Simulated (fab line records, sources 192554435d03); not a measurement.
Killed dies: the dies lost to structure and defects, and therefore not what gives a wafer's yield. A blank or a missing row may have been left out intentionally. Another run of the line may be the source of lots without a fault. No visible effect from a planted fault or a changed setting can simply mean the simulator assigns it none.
Split-lot study -- flow n5 finfet -- on a route of 1938 steps: 7 lots, 21 wafers read

ON THE SPLIT
At N5_BEOL_M9_ETCH_66 (etches SOC in N2/H2, target depth 80 nm, overetch 16 nm, time 120 s), the setting time s was moved away from the recipe's 120 s on 9 of the 21 wafers read, by -21.2% to +20.1%. All remaining wafers had this setting at the recipe value.

Reading taken at the split's own step.

THE READING
SiARC_of_BEOL_M9_COAT_64.thk nm (the simulator's own value, which no gauge read), in nm, at N5_BEOL_M9_ETCH_66 (etches SOC in N2/H2, target depth 80 nm, overetch 16 nm, time 120 s). There is no usual value for it anywhere in the file. The 12 wafers here that ran the recipe average 6.4 nm, standard deviation 0.099 nm.

wafer,"tool, chamber at the split","time s as run, s",against the recipe,"SiARC_of_BEOL_M9_COAT_64.thk nm, nm",against lot-mates on the recipe
L076.1,"rie diel-01, 0",120,recipe,6.2,-
L076.4,"rie diel-01, 1",120,recipe,6.4,-
L076.6,"rie diel-01, 1",120,recipe,6.4,-
L077.4,"rie diel-01, 2",120,recipe,6.4,-
L077.5,"rie diel-01, 0",105.3,-12.3%,7,+0.6
L077.6,"rie diel-01, 1",105.3,-12.3%,7.2,+0.8
L078.1,"rie diel-02, 1,2",95.69,-20.3%,7.6,+1.2
L078.5,"rie diel-02, 1,2",95.69,-20.3%,7.6,+1.2
L078.3,"rie diel-02, 0",120,recipe,6.4,-
L083.2,"rie diel-01, 1",144.1,+20.1%,5.4,-1.2
L083.4,"rie diel-01, 1",144.1,+20.1%,5.4,-1.2
L083.6,"rie diel-01, 2",120,recipe,6.6,-
L089.2,"rie diel-06, 1,0",120,recipe,6.4,-
L089.4,"rie diel-06, 1,0",120,recipe,6.4,-
L089.6,"rie diel-06, 0",104.1,-13.3%,7.2,+0.8
L090.1,"rie diel-01, 0",120,recipe,6.2,-
L090.3,"rie diel-01, 1",120,recipe,6.4,-
L090.5,"rie diel-01, 1",120,recipe,6.4,-
L096.2,"rie diel-06, 0",94.54,-21.2%,7.6,+1.2
L096.5,"rie diel-06, 0",94.54,-21.2%,7.6,+1.2
L096.6,"rie diel-06, 1",120,recipe,6.4,-
When a row names more than one chamber, that row covers several wafers, and the file does not tell which wafer ran in which chamber.

FIT RESULTS
A straight line over all 21 wafers: SiARC_of_BEOL_M9_COAT_64.thk nm changes by -0.0553 nm for each +1% of time s; r = -0.99; the points scatter about the line by 0.097 nm.
The same after taking each lot's own level away (the mean of its wafers on the recipe; 21 wafers): -0.0586 nm for each +1%; r = -1.00; scatter 0.064 nm.
Per that fit: largest time s move, reading shift of 1.2 nm.
Across the lots, their own levels run from 6.33 to 6.60 nm, a range of 2.7 times the standard deviation given above.
Hence the lot-to-lot level has little effect on the slope; both slopes agree.
Check: +1.24 nm against its lot-mates is what the line predicts for one of the wafers moved furthest among these (-21.2%) when that wafer is left out of the fit. It came out at +1.2 nm against them.

THE FILE'S OWN FIT
SiARC_of_BEOL_M9_COAT_64.thk nm changes by -0.0585 nm for each +1% of time s, r = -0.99.
